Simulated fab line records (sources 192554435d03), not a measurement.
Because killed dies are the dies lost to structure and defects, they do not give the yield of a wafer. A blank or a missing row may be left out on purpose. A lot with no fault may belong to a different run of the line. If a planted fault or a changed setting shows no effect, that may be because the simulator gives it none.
A lot that was struck, set against a sound lot ; flow n5-finfet ; 37 out of 1938 route steps
Sound: these wafers, L538.2, L538.4, L538.6. Struck: wafers L528.2, L528.3, L528.6. The cause comes at the end.
Each step with rows lists, per side, the tool, then ch with its chambers, then its first start. Under that, the readings that differ: sound wafers ; struck wafers ; difference of the means ; sigmas: that difference in standard deviations of wafers without a fault.
alike: a reading whose means differ by less than 2 such deviations, as well as words and numbers matching on both sides. not compared: withheld readings; readings where some wafer has no value; bounds like >300 that might hide an equal value; numbers whose values overlap and for which the record gives no deviation.
Wherever a step has rows on one side only, a row that says differs or no value, or a row with sigmas, the two part there. Non-overlapping numbers with no deviation appear without sigmas and do not part them. A reading that every wafer of one side lacks parts them only if that side has two wafers or more.

first, 9 steps without rows for these wafers: N5_BEOL_M4_ANNEAL_95 (time 240 s); N5_BEOL_M4_SPUTTER_96 (material Cu, target thk 4.5 nm, time 8.29 s); N5_BEOL_M4_ECD_50 (material Cu, target thk 300 nm); N5_BEOL_M4_ANNEAL_51 (time 90 s); N5_BEOL_M4_CMP_52 (polishes, stops on SiOC, t overpolish 6.8 s, target thk 40 nm); N5_BEOL_M4_PRE_CLEAN_60 (time 15 s); N5_BEOL_M4_CO_CAP_55 (material Co, precursor CCTBA/H2, target thk 2 nm, time 102.1 s); N5_BEOL_M4_PRE_CLEAN_56 (time 15 s); N5_BEOL_M4_DEP_57 (deposits SiCN from 3MS/NH3, target thk 8 nm, time 14 s).
N5_BEOL_M4_RC_MEAS_101:
  sound on prober-01 ch 0, day 14 02:44; struck on prober-02 ch 0, day 11 17:58
  alike: DIBL_N, DIBL_P, IOFF_N, IOFF_P, ION_N, ION_P, SS_N, SS_P, VT_N, VT_P
then, 24 steps without rows for these wafers: N5_BEOL_M5_ILD_DEP_00 (deposits SiCOH lowk from DEMS/porogen, target thk 140.64 nm, time 25.9 s); N5_BEOL_M5_CURE_79 (cures SiCOH lowk, time 240 s); N5_BEOL_M5_PECVD_70 (deposits SiO2 from TEOS/O2, target thk 16 nm, time 18 s); N5_BEOL_M5_HM_DEP_02 (deposits TiN, target thk 20 nm); N5_BEOL_M5_COAT_59 (time 60 s, resist thk 60 nm); N5_BEOL_M5_COAT_60 (time 60 s, resist thk 12 nm); N5_BEOL_M5_COAT_71 (time 60 s, resist thk 5 nm); N5_BEOL_M5_COAT_05 (resist thk 30 nm); N5_BEOL_M5_EBR_07; N5_BEOL_M5_SOFTBAKE_06 (time 60 s); N5_BEOL_M5_EXPOSE_08 (exposes mask M5, target cd 28 nm); N5_BEOL_M5_PEB_09 (peb time 60 s); N5_BEOL_M5_DEVELOP_10 (develop time 30 s); N5_BEOL_M5_DESCUM_16 (chemistry O2, time 7 s); N5_BEOL_M5_ETCH_72 (etches underlayer in N2/H2, target depth 6.5 nm, time 5.2 s); N5_BEOL_M5_ETCH_61 (etches SiARC in CF4, target depth 15.6 nm, time 26 s); N5_BEOL_M5_ETCH_62 (etches SOC in N2/H2, target depth 75 nm, overetch 15 nm, time 112.5 s); N5_BEOL_M5_STRIP_63 (strips in N2/H2); N5_BEOL_M5_STRIP_73 (strips in N2/H2); N5_BEOL_M5_STRIP_64 (strips in CF4); N5_BEOL_M5_HM_OPEN_17 (chemistry Cl2/BCl3, target TiN, target depth 20 nm, overetch 6 nm); N5_BEOL_M5_STRIP_19 (strips in O2); N5_BEOL_M5_COAT_65 (time 60 s, resist thk 60 nm); N5_BEOL_M5_COAT_66 (time 60 s, resist thk 12 nm).
-- a jump in the record: the struck wafers' starts before and after are 3 days apart (it breaks off in module BEOL_M5 and resumes in module BEOL_M11, where the first step shown is number 1594 of the route) --
N5_BEOL_M11_ECD_50: material Cu, target thk 318 nm.
  sound on ecd-cu-01 ch 0,1, day 16 23:11; struck on ecd-cu-01 ch 0,1, day 14 15:10
N5_BEOL_M11_CMP_52: polishes, stops on SiCOH lowk, t overpolish 7 s, target thk 140 nm.
  sound on cmp-01 ch 2,3, day 16 23:38; struck on cmp-01 ch 0,2,3, day 14 15:51
reading;sound;struck;difference;sigmas
time-to-endpoint-s (s);69.0 67.5 68.8;3.8 7.0 5.3;-63.1;-22
  alike: clearing-platen-rpm, edge-zone-pressure-frac, motor-current-A
N5_PASSIVATION_PROBE_49:
  rows exist in the record for the struck wafers here (prober-01, day 16 09:30), but not for the sound ones

WHERE THEY PART
Earliest at N5_BEOL_M11_CMP_52; latest, in this record, at N5_PASSIVATION_PROBE_49.

WHY: what had been put in by the simulator
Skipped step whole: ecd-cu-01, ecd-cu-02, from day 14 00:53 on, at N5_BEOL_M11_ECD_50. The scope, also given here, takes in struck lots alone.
